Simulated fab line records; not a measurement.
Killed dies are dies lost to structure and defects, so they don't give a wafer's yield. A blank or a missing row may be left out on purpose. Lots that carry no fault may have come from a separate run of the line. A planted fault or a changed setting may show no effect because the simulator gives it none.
Matching of chambers    flow n5Finfet    rieDiel-04 running N5_BEOL_M6_ETCH_66: 4 sister chambers
The step etches SOC in N2/H2, target depth 80 nm, overetch 16 nm, time 120 s. 8 wafers are shown with their chamber, then 10 later ones without.

== WAFERS, EACH WITH ITS CHAMBER ==
wafer   chamber  showerheadPlenumPTorr (Torr)  drypumpMotorCurrentA (A)
L077.6  3        2.50                          5.4
L081.3  3        2.49                          5.3
L086.2  2        2.64                          5.8
L085.1  0        2.58                          5.3
L085.2  1        2.62                          5.4
L085.6  1        2.62                          5.4
L091.1  0        2.57                          5.3
L091.2  2        2.63                          5.8

== WAFERS WITH NO CHAMBER GIVEN ==
wafer   showerheadPlenumPTorr (Torr)  drypumpMotorCurrentA (A)
L091.4  2.48                          5.3
L093.1  2.63                          5.9
L093.5  2.61                          5.4
L093.6  2.63                          5.9
L094.2  2.61                          5.4
L094.3  2.48                          5.4
L094.5  2.61                          5.4
L096.4  2.48                          5.4
L096.5  2.63                          5.9
L096.6  2.61                          5.4

== THE CHAMBER EACH PASSED THROUGH ==
wafer   from the rows above  in truth
L091.4  3                    3
L093.1  2                    2
L093.5  1                    1
L093.6  2                    2
L094.2  1                    1
L094.3  3                    3
L094.5  1                    1
L096.4  3                    3
L096.5  2                    2
L096.6  1                    1
10 of 10 placed correctly. Number that these rows cannot place: 0. Placed wrongly: 0.
How it was worked out, from the rows above alone: a wafer's distance from a chamber is the root of the sum, over the readings, of the square of ((its reading less the chamber's mean) divided by the reading's scatter). The wafer belongs to the nearest chamber; if the next one is less than 2 further off, it can't be placed. Each chamber's mean is taken over the wafers shown for it. How the scatter is found: for the shown wafers, subtract from each reading the mean of its chamber, square and add these, divide the total by (wafers less chambers), then take the root.
